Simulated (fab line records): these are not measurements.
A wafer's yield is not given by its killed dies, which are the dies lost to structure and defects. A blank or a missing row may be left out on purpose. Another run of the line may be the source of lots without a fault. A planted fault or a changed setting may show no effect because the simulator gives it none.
fab line records	flow n5-finfet
record lots=7	wafers=39
route steps=1938 shown PASSIVATION@1910
start-h: hours from the record's first day to the start of the lot's first wafer shown	wait-h: hours since the lot's step before	" same as the row above	L1.1+2: one row covering several wafers at once	- either no value or no given start	* or withheld: withheld	< > ~ a bound
route shown NAME@n: names a module that has steps shown in the file, with the first one's number in the route	usual: mean/standard deviation of fault-free wafers	same: alike in all rows	chamber/n: place in a boat	sites: per-site readings	_std_site: how widely they spread, as a standard deviation	_edge_site: inner sites' mean taken away from outer sites' mean	radius-mm: for every site, how far away it sits from the centre of the wafer	mask NAME#n: copy n	behind: the tool/chamber that last shaped the wafer	hold: the reason the lot was held/the length of the hold in hours/how it ended	device: whichever transistor did not switch (one of n, p or np)	end of line: at the end of the route, the tests of the same wafers	a step with no rows: only its recipe	killed: the dies lost at the first sort to structure and to defects; this is not the yield of the wafer	map: per-die view of a wafer (x killed, . not killed, _ where there is no die)
set.NAME: the setting the step ran with; set.NAME@STEP: the setting that earlier step ran with	model.NAME: the simulator's own value behind a step, which no gauge read
lots where settings were altered on purpose, with a table for each step and a row for each wafer
## steps
# step N5_PASSIVATION_ETCH_59
# recipe chemistry=Cl2/BCl3	target=TaN	target-depth-a=650	time-s=34.9	ion-energy-ev=100	pressure-mtorr=10	icp-w=900	bias-w=100	Cl2_flow_sccm=60	bcl3-flow-sccm=30
lot.wafer	tool	chamber	start-h	wait-h	set.time-s	model.etch.depth-nm
L078.1	rie-metal-03	0	312.10	0.3	34.9	65.66
L078.2	"	1	"	"	34.9	66.86
L078.3	"	0	"	"	34.9	65.45
L078.4	"	1	"	"	34.9	67.22
L078.5	"	0	"	"	34.9	65.99
L078.6	"	1	"	"	34.9	66.54
L080.1+3	rie-metal-02	0	312.30	0.3	49.44	87.72
L080.2	"	1	"	"	34.9	68.34
L080.4	"	1	"	"	34.9	67.58
L080.5	"	1	"	"	34.9	67.99
L080.6	"	0	"	"	49.44	88.89
L083.2	rie-metal-01	0	360.74	0.3	34.9	64.2
L083.3	"	0	"	"	34.9	64.47
L083.5	"	0	"	"	34.9	63.87
L087.1	rie-metal-02	0	370.44	0.3	42.01	75.27
L087.2	"	1	"	"	42.01	81.85
L087.3	"	0	"	"	34.9	62.58
L087.4	"	1	"	"	34.9	68.45
L087.5	"	0	"	"	42.01	76.09
L087.6	"	1	"	"	34.9	67.67
L090.1	rie-metal-03	1	374.90	0.3	34.9	66.96
L090.2	"	0	"	"	34.9	64.94
L090.3	"	1	"	"	25.74	49.73
L090.4	"	0	"	"	34.9	65.84
L090.5	"	0	"	"	25.74	47.74
L090.6	"	1	"	"	25.74	49.22
L097.1	rie-metal-03	1	430.26	0.3	34.9	66.43
L097.2	"	0	"	"	34.9	65.1
L097.3	"	1	"	"	24.27	46.16
L097.4	"	0	"	"	34.9	64.85
L097.5	"	0	"	"	24.27	44.94
L097.6	"	1	"	"	24.27	46.17
L096.1	rie-metal-02	1	438.34	0.3	34.9	68.62
L096.2	"	0	"	"	27.11	48.8
L096.3	"	0	"	"	27.11	49.47
L096.4	"	1	"	"	34.9	68.48
L096.5	"	1	"	"	27.11	53.34
L096.6	"	0	"	"	34.9	63.29
# step N5_PASSIVATION_STRIP_34
# recipe chemistry=O2	power-w=600	temp-c=60	pressure-mtorr=30	rf-frequency-hz=6e+07	bias-power-w=0	overash-fraction=2	o2-flow-sccm=225
# step N5_PASSIVATION_STRIP_51
# recipe chemistry=post-etch-residue-remover	time-s=1200	temp-c=72.5
# step N5_PASSIVATION_SRD_72
# recipe dry=ipa-marangoni	time-s=30	temp-c=23	rinse-liquid=diw
# step N5_PASSIVATION_ANNEAL_56
# recipe temp-c=400	time-s=1800	ambient=FGA	idle-temp-c=300	ramp-up-c-per-min=5	ramp-down-c-per-min=3
# step N5_PASSIVATION_PROBE_49
# usual defect-limited-yield=91.3/1.4	killed_at_M0_to_M3=34/9.2	killed_at_M4_up=13/5.3	killed-at-contacts=12/6	killed-at-front-end=39/12	killed-at-other=4/3.3	killed-dies=102/17	killed-open=67/12	killed-short=34/7.4	sort_bin_5_function=5.1/1	sort_bin_6_memory=3.2/0.6	sort_bin_8_speed=0.00/0.007	sort-n-pass=1078/17
# same gross-dies=1180	killed-at-back-side=0	sort_bin_4_leakage[%]=0
lot.wafer	tool	chamber	start-h	wait-h	set.time-s@PASSIVATION_ETCH_59	defect-limited-yield[%]	killed_at_M0_to_M3	killed_at_M4_up	killed-at-contacts	killed-at-front-end	killed-at-other	killed-dies	killed-open	killed-short	sort_bin_5_function[%]	sort_bin_6_memory[%]	sort_bin_8_speed[%]	sort-n-pass
L078.1	prober-01	-	316.52	0.0	34.9	0	1105	12	15	36	12	1180	63	41	96.6	3.2	0	0
L078.2	prober-01	-	316.57	0.1	34.9	90.3	60	2	11	38	4	115	78	37	5.4	4.1	0	1065
L078.3	prober-01	-	316.62	0.1	34.9	0	36	881	14	241	8	1180	64	44	96.4	3.5	0	0
L078.4	prober-01	-	316.67	0.2	34.9	0	1109	12	10	40	9	1180	63	35	97.2	2.7	0	0
L078.5	prober-01	-	316.72	0.2	34.9	82.3	29	12	7	146	15	209	74	32	14.5	2.9	0	971
L078.6	prober-01	-	316.77	0.3	34.9	0	1113	12	5	33	17	1180	61	39	96.3	3.2	0	0
L080.1	prober-01	-	316.82	0.1	49.44	87.1	41	25	20	60	6	152	86	48	6.6	4.2	1.36	1028
L080.2	prober-01	-	316.87	0.1	34.9	0	1109	13	14	39	5	1180	83	41	6.9	3.3	0	0
L080.3	prober-01	-	316.92	0.2	49.44	0	1116	8	10	46	0	1180	75	34	95.8	4.2	0	0
L080.4	prober-01	-	316.97	0.2	34.9	0	1122	12	3	43	0	1180	72	29	5.6	2.8	0	0
L080.5	prober-01	-	317.02	0.3	34.9	0	1113	14	9	44	0	1180	83	48	95.8	3.6	0	0
L080.6	prober-01	-	317.07	0.3	49.44	0	1101	13	12	53	1	1180	79	46	95.8	3.8	0	0
L083.2	prober-01	-	365.11	0.1	34.9	89.2	35	17	9	64	2	127	68	50	5.8	3.7	0	1053
L083.3	prober-01	-	365.16	0.1	34.9	89.6	46	8	17	52	0	123	88	34	6.6	3.6	0	1057
L083.5	prober-01	-	365.26	0.2	34.9	90.9	39	12	14	41	1	107	62	40	4.7	3.8	0	1073
L087.1	prober-01	-	375.09	0.0	42.01	91.1	33	35	6	29	2	105	48	30	4.8	3.9	0	1075
L087.2	prober-01	-	375.14	0.1	42.01	92.1	30	24	10	27	2	93	62	21	4.1	2.9	0.17	1087
L087.3	prober-01	-	375.19	0.1	34.9	92.5	35	14	11	27	1	88	64	23	4.3	3.1	0	1092
L087.4	prober-01	-	375.24	0.2	34.9	90.3	36	30	11	37	1	115	61	33	5.9	3.6	0.08	1065
L087.5	prober-01	-	375.29	0.2	42.01	90.3	33	24	10	46	2	115	87	26	6.4	3.1	0	1065
L087.6	prober-01	-	375.34	0.3	34.9	88.0	44	51	9	35	3	142	70	31	6.9	4.5	0	1038
L090.1	prober-02	-	379.85	0.0	34.9	83.1	29	115	13	39	3	199	58	34	4.4	3.1	9.07	981
L090.2	prober-02	-	379.90	0.1	34.9	81.6	19	133	25	39	1	217	69	30	4.1	4.2	10.00	963
L090.3	prober-02	-	379.95	0.1	25.74	0	26	22	14	1116	2	1180	74	30	96.7	3.2	0	0
L090.4	prober-02	-	380.00	0.2	34.9	91.5	36	6	21	35	2	100	54	40	3.8	3.4	0	1080
L090.5	prober-02	-	380.05	0.2	25.74	0	15	24	26	1110	5	1180	69	35	97.6	2.0	0	0
L090.6	prober-02	-	380.10	0.3	25.74	0	27	21	14	1117	1	1180	65	47	96.4	3.2	0	0
L097.1	prober-01	-	435.23	0.0	34.9	94.3	19	19	5	19	5	67	50	16	3.0	2.6	0	1113
L097.2	prober-01	-	435.28	0.1	34.9	91.3	42	19	7	32	3	103	83	20	5.9	2.6	0	1077
L097.3	prober-01	-	435.33	0.1	24.27	0	37	28	9	28	1078	1180	68	39	96.9	3.0	0	0
L097.4	prober-01	-	435.38	0.2	34.9	91.5	41	18	6	29	6	100	64	35	4.8	3.4	0	1080
L097.5	prober-01	-	435.43	0.2	24.27	0	46	21	5	36	1072	1180	82	29	95.9	4.0	0	0
L097.6	prober-01	-	435.48	0.3	24.27	0.2	17	13	5	24	1119	1178	43	20	97.4	2.2	0	2
L096.1	prober-01	-	443.16	0.0	34.9	0	1101	9	9	53	8	1180	82	40	95.1	4.7	0	0
L096.2	prober-01	-	443.21	0.1	27.11	0	1098	7	25	45	5	1180	71	27	96.6	3.1	0	0
L096.3	prober-01	-	443.26	0.1	27.11	2.7	1029	9	7	38	65	1148	60	44	91.2	3.4	0	32
L096.4	prober-01	-	443.31	0.2	34.9	0	1129	7	11	29	4	1180	59	31	96.8	3.0	0	0
L096.5	prober-01	-	443.36	0.2	27.11	92.0	33	5	5	48	3	94	56	37	4.6	2.7	0	1086
L096.6	prober-01	-	443.41	0.3	34.9	93.6	22	13	13	27	1	76	47	27	3.1	3.1	0	1104
# killed by level:class
L078.1 BEOL_M1:area-etch=1076 FIN_SAQP:geometric-particle:short=12 MOL_CONTACT_COAG:geometric-particle:open=12 FIN_SAQP:geometric-particle:open=7 BEOL_M0_SAQP:geometric-particle:short=7 BEOL_M0_SAQP:geometric-particle:open=7 BEOL_M3:geometric-particle:open=6 BEOL_M4:geometric-particle:open=5
L078.2 FIN_SAQP:geometric-particle:open=15 BEOL_M0_SAQP:geometric-particle:open=15 BEOL_M2:geometric-particle:open=12 FIN_SAQP:geometric-particle:short=10 MOL_CONTACT_COAG:geometric-particle:open=8 BEOL_M1:geometric-particle:open=8 BEOL_M0_SAQP:geometric-particle:short=5 BEOL_M0:geometric-particle:open=5
L078.3 BEOL_M9:area-etch=872 DUMMY_REMOVAL:area-strip=198 FIN_SAQP:geometric-particle:open=12 BEOL_M0_SAQP:geometric-particle:short=11 MOL_CONTACT_COAG:geometric-particle:open=10 FIN_SAQP:geometric-particle:short=8 STI_FIN_REVEAL:geometric-particle:open=6 BEOL_M0_SAQP:geometric-particle:open=6
L078.4 BEOL_M1:area-etch=1082 FIN_SAQP:geometric-particle:open=14 FIN_SAQP:geometric-particle:short=7 MOL_CONTACT_COAG:geometric-particle:open=7 BEOL_M0_SAQP:geometric-particle:open=6 BEOL_M0_SAQP:geometric-particle:short=6 STI_FIN_REVEAL:geometric-particle:open=4 DUMMY_GATE:geometric-particle:open=4
L078.5 DUMMY_REMOVAL:area-strip=103 FIN_SAQP:geometric-particle:open=15 FIN_SAQP:geometric-particle:short=12 BEOL_M0_SAQP:geometric-particle:open=9 MOL_CONTACT_COAG:geometric-particle:open=7 STI_FIN_REVEAL:geometric-particle:open=6 BEOL_M3:geometric-particle:open=6 BEOL_M4:geometric-particle:open=6
L078.6 BEOL_M1:area-etch=1080 FIN_SAQP:geometric-particle:short=12 BEOL_M2:geometric-particle:open=11 FIN_SAQP:geometric-particle:open=7 BEOL_M0_SAQP:geometric-particle:short=6 PASS1_CAP:geometric-particle:open=6 MOL_CONTACT_COAG:geometric-particle:open=5 BEOL_M3:geometric-particle:open=5
L080.1 STI_FIN_REVEAL:geometric-particle:open=21 MOL_CONTACT_COAG:geometric-particle:open=17 BEOL_M4:area-ecd=16 BEOL_M0_SAQP:geometric-particle:short=15 BEOL_M0_SAQP:geometric-particle:open=13 STI_FIN_REVEAL:geometric-particle:short=10 DUMMY_GATE:geometric-particle:open=9 DUMMY_GATE:geometric-particle:short=4
L080.2 BEOL_M1:area-dep=1054 BEOL_M0_SAQP:geometric-particle:short=14 BEOL_M0_SAQP:geometric-particle:open=14 MOL_CONTACT_COAG:geometric-particle:open=13 STI_FIN_REVEAL:geometric-particle:open=10 BEOL_M2:geometric-particle:open=9 BEOL_M2:geometric-particle:short=6 BEOL_M3:geometric-particle:open=5
L080.3 BEOL_M0_SAQP:area-ald=1068 BEOL_M0_SAQP:geometric-particle:open=19 STI_FIN_REVEAL:geometric-particle:open=13 BEOL_M0_SAQP:geometric-particle:short=13 MOL_CONTACT_COAG:geometric-particle:open=9 FIN_SAQP:geometric-particle:short=8 DUMMY_GATE:geometric-particle:open=5 BEOL_M2:geometric-particle:open=5
L080.4 BEOL_M1:area-dep=1079 STI_FIN_REVEAL:geometric-particle:open=19 BEOL_M0_SAQP:geometric-particle:open=14 BEOL_M0_SAQP:geometric-particle:short=9 BEOL_M2:geometric-particle:open=8 FIN_SAQP:geometric-particle:short=4 BEOL_M8:geometric-particle:open=4 FIN_SAQP:geometric-particle:open=3
L080.5 BEOL_M0_SAQP:area-ald=1049 BEOL_M0_SAQP:geometric-particle:short=25 STI_FIN_REVEAL:geometric-particle:open=22 BEOL_M0_SAQP:geometric-particle:open=19 MOL_CONTACT_COAG:geometric-particle:open=7 BEOL_M1:geometric-particle:open=7 STI_FIN_REVEAL:geometric-particle:short=5 BEOL_M3:geometric-particle:open=4
L080.6 BEOL_M0_SAQP:area-ald=1054 STI_FIN_REVEAL:geometric-particle:open=17 BEOL_M0_SAQP:geometric-particle:open=14 BEOL_M0_SAQP:geometric-particle:short=13 MOL_CONTACT_COAG:geometric-particle:open=10 FIN_SAQP:geometric-particle:short=9 BEOL_M1:geometric-particle:open=7 BEOL_M2:geometric-particle:open=6
L083.2 FIN_SAQP:geometric-particle:short=13 FIN_SAQP:geometric-particle:open=11 STI_FIN_REVEAL:geometric-particle:open=9 HKMG_FIN:area-etch=9 STARTING-WAFER:geometric-particle:short=8 BEOL_M4:geometric-particle:short=7 MOL_CONTACT_COAG:geometric-particle:open=6 ILD0:geometric-particle:open=5
L083.3 FIN_SAQP:geometric-particle:open=17 MOL_CONTACT_COAG:geometric-particle:open=16 BEOL_M2:geometric-particle:open=15 FIN_SAQP:geometric-particle:short=14 BEOL_M1:geometric-particle:open=13 BEOL_M3:geometric-particle:open=5 ILD0:geometric-particle:short=4 BEOL_M0_SAQP:geometric-particle:short=4
L083.5 MOL_CONTACT_COAG:geometric-particle:open=13 FIN_SAQP:geometric-particle:short=12 BEOL_M0_SAQP:geometric-particle:open=8 BEOL_M0_SAQP:geometric-particle:short=7 BEOL_M2:geometric-particle:open=6 ILD0:geometric-particle:open=6 FIN_SAQP:geometric-particle:open=5 BEOL_M3:geometric-particle:open=5
L087.1 BEOL_M11:interface-void-opened=27 BEOL_M0_SAQP:geometric-particle:open=8 BEOL_M0_SAQP:geometric-particle:short=7 DUMMY_GATE:geometric-particle:open=6 BEOL_M1:geometric-particle:open=5 BEOL_M3:geometric-particle:open=5 STARTING-WAFER:geometric-particle:open=5 GATE_CUT:geometric-particle:short=4
L087.2 BEOL_M4:geometric-particle:open=12 MOL_CONTACT_COAG:geometric-particle:open=10 HKMG_FIN:area-etch=8 BEOL_M3:geometric-particle:open=7 BEOL_M0_SAQP:geometric-particle:short=6 BEOL_M1:geometric-particle:open=5 BEOL_M2:geometric-particle:open=5 STI_FIN_REVEAL:geometric-particle:open=4
L087.3 MOL_CONTACT_COAG:geometric-particle:open=9 BEOL_M3:geometric-particle:open=9 BEOL_M2:geometric-particle:open=7 FIN_SAQP:geometric-particle:open=5 BEOL_M0_SAQP:geometric-particle:open=5 BEOL_M0:geometric-particle:open=4 GATE_CUT:geometric-particle:short=4 STI_FIN_REVEAL:geometric-particle:open=3
L087.4 BEOL_M11:interface-void-opened=19 FIN_SAQP:geometric-particle:open=13 BEOL_M0_SAQP:geometric-particle:short=13 MOL_CONTACT_COAG:geometric-particle:open=8 DUMMY_GATE:geometric-particle:open=6 BEOL_M2:geometric-particle:open=6 FIN_SAQP:geometric-particle:short=5 BEOL_M1:geometric-particle:open=5
L087.5 BEOL_M3:geometric-particle:open=15 BEOL_M4:geometric-particle:open=13 FIN_SAQP:geometric-particle:open=12 FIN_SAQP:geometric-particle:short=9 ILD0:geometric-particle:open=7 GATE_CUT:geometric-particle:open=7 MOL_CONTACT_COAG:geometric-particle:open=7 BEOL_M0_SAQP:geometric-particle:short=5
L087.6 BEOL_M11:interface-void-opened=35 BEOL_M2:geometric-particle:open=18 BEOL_M0_SAQP:geometric-particle:open=9 BEOL_M4:geometric-particle:open=9 BEOL_M0_SAQP:geometric-particle:short=8 FIN_SAQP:geometric-particle:open=6 MOL_CONTACT_COAG:geometric-particle:open=6 STI_FIN_REVEAL:geometric-particle:open=5
L090.1 BEOL_M9:area-ecd=107 FIN_SAQP:geometric-particle:open=12 FIN_SAQP:geometric-particle:short=9 MOL_CONTACT_COAG:geometric-particle:open=9 BEOL_M2:geometric-particle:open=9 DUMMY_GATE:geometric-particle:open=6 BEOL_M2:geometric-particle:short=6 GATE_CUT:geometric-particle:short=4
L090.2 BEOL_M9:area-ecd=118 MOL_CONTACT_COAG:geometric-particle:open=23 FIN_SAQP:geometric-particle:short=11 FIN_SAQP:geometric-particle:open=8 BEOL_M2:geometric-particle:open=8 STI_FIN_REVEAL:geometric-particle:open=6 BEOL_M4:geometric-particle:open=4 DUMMY_GATE:geometric-particle:open=3
L090.3 DUMMY_REMOVAL:area-strip=1076 STI_FIN_REVEAL:geometric-particle:open=12 MOL_CONTACT_COAG:geometric-particle:open=12 BEOL_M2:geometric-particle:open=11 BEOL_M4:geometric-particle:open=9 FIN_SAQP:geometric-particle:short=8 BEOL_M5:geometric-particle:open=6 DUMMY_GATE:geometric-particle:open=5
L090.4 BEOL_M2:geometric-particle:open=18 MOL_CONTACT_COAG:geometric-particle:open=13 FIN_SAQP:geometric-particle:short=9 MOL_CONTACT_COAG:geometric-particle:short=8 BEOL_M0_SAQP:geometric-particle:short=7 DUMMY_GATE:geometric-particle:open=6 HKMG_FIN:area-etch=6 BEOL_M2:geometric-particle:short=5
L090.5 DUMMY_REMOVAL:area-strip=1075 MOL_CONTACT_COAG:geometric-particle:open=20 FIN_SAQP:geometric-particle:open=16 BEOL_M4:geometric-particle:open=8 FIN_SAQP:geometric-particle:short=6 MOL_CONTACT_COAG:geometric-particle:short=6 BEOL_M7:geometric-particle:open=5 BEOL_M4:geometric-particle:short=5
L090.6 DUMMY_REMOVAL:area-strip=1068 FIN_SAQP:geometric-particle:short=12 FIN_SAQP:geometric-particle:open=11 MOL_CONTACT_COAG:geometric-particle:open=9 BEOL_M2:geometric-particle:open=8 DUMMY_GATE:geometric-particle:open=8 BEOL_M5:geometric-particle:open=6 MOL_CONTACT_COAG:geometric-particle:short=5
L097.1 BEOL_M4:geometric-particle:open=11 STI_FIN_REVEAL:geometric-particle:open=7 BEOL_M3:geometric-particle:open=6 DUMMY_GATE:geometric-particle:open=4 MOL_CONTACT_COAG:geometric-particle:open=4 BEOL_M0_SAQP:geometric-particle:short=3 BEOL_M1:geometric-particle:short=3 BEOL_M2:geometric-particle:open=3
L097.2 BEOL_M3:geometric-particle:open=14 STI_FIN_REVEAL:geometric-particle:open=11 BEOL_M4:geometric-particle:open=11 BEOL_M2:geometric-particle:open=9 FIN_SAQP:geometric-particle:open=8 MOL_CONTACT_COAG:geometric-particle:open=7 BEOL_M0_SAQP:geometric-particle:short=5 BEOL_M6:geometric-particle:open=4
L097.3 PASSIVATION:area-etch=1073 BEOL_M4:geometric-particle:open=9 BEOL_M2:geometric-particle:open=8 BEOL_M4:geometric-particle:short=8 FIN_SAQP:geometric-particle:open=7 BEOL_M3:geometric-particle:open=7 FIN_SAQP:geometric-particle:short=6 MOL_CONTACT_COAG:geometric-particle:open=6
L097.4 BEOL_M0_SAQP:geometric-particle:open=11 BEOL_M2:geometric-particle:open=10 BEOL_M0_SAQP:geometric-particle:short=10 STI_FIN_REVEAL:geometric-particle:open=5 BEOL_M1:geometric-particle:open=5 BEOL_M4:geometric-particle:open=5 DUMMY_GATE:geometric-particle:open=4 ILD0:geometric-particle:short=4
L097.5 PASSIVATION:area-etch=1069 STI_FIN_REVEAL:geometric-particle:open=13 BEOL_M2:geometric-particle:open=11 BEOL_M0_SAQP:geometric-particle:short=10 BEOL_M3:geometric-particle:open=9 BEOL_M1:geometric-particle:open=8 BEOL_M4:geometric-particle:open=8 BEOL_M0_SAQP:geometric-particle:open=7
L097.6 PASSIVATION:area-etch=1115 STI_FIN_REVEAL:geometric-particle:open=5 DUMMY_GATE:geometric-particle:open=4 BEOL_M4:geometric-particle:open=4 MOL_CONTACT_COAG:geometric-particle:open=3 BEOL_M0_SAQP:geometric-particle:open=3 BEOL_M1:geometric-particle:open=3 BEOL_M2:geometric-particle:open=3
L096.1 BEOL_M0_SAQP:area-ald=1058 FIN_SAQP:geometric-particle:open=20 STI_FIN_REVEAL:geometric-particle:open=13 BEOL_M0_SAQP:geometric-particle:short=10 BEOL_M0_SAQP:geometric-particle:open=10 BEOL_M3:geometric-particle:open=10 MOL_CONTACT_COAG:geometric-particle:open=8 GATE_CUT:geometric-particle:short=5
L096.2 BEOL_M0_SAQP:area-ald=1080 MOL_CONTACT_COAG:geometric-particle:open=20 FIN_SAQP:geometric-particle:open=11 FIN_SAQP:geometric-particle:short=9 STI_FIN_REVEAL:geometric-particle:open=7 BEOL_M3:geometric-particle:open=6 BEOL_M1:geometric-particle:open=5 STARTING-WAFER:geometric-particle:short=5
L096.3 BEOL_M1:area-ecd=956 PASSIVATION:area-etch=57 BEOL_M1:area-dep=29 BEOL_M0_SAQP:geometric-particle:short=15 FIN_SAQP:geometric-particle:short=9 FIN_SAQP:geometric-particle:open=8 BEOL_M0_SAQP:geometric-particle:open=8 BEOL_M3:geometric-particle:open=7
L096.4 BEOL_M0_SAQP:area-ald=1089 BEOL_M3:geometric-particle:open=12 MOL_CONTACT_COAG:geometric-particle:open=11 FIN_SAQP:geometric-particle:open=10 BEOL_M0_SAQP:geometric-particle:short=10 BEOL_M0_SAQP:geometric-particle:open=8 FIN_SAQP:geometric-particle:short=6 STI_FIN_REVEAL:geometric-particle:open=4
L096.5 FIN_SAQP:geometric-particle:open=18 FIN_SAQP:geometric-particle:short=11 BEOL_M0_SAQP:geometric-particle:short=7 BEOL_M3:geometric-particle:open=6 STI_FIN_REVEAL:geometric-particle:open=5 BEOL_M2:geometric-particle:open=5 BEOL_M1:geometric-particle:open=4 MOL_CONTACT_COAG:geometric-particle:open=4
L096.6 MOL_CONTACT_COAG:geometric-particle:open=10 FIN_SAQP:geometric-particle:short=8 FIN_SAQP:geometric-particle:open=7 BEOL_M0_SAQP:geometric-particle:open=4 BEOL_M5:geometric-particle:open=4 STI_FIN_REVEAL:geometric-particle:open=3 MOL_CONTACT_COAG:geometric-particle:short=3 BEOL_M0:geometric-particle:open=3
## key
split step=N5_PASSIVATION_ETCH_59	setting=time-s	stated=34.9	by=wafer
response step=N5_PASSIVATION_ETCH_59	reading=model.etch.depth-nm	change=+0.582	per=1%	r=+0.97
response step=N5_PASSIVATION_PROBE_49	reading=killed-at-other	shape=bent	at-lowest=1090	at-stated=5	at-highest=2
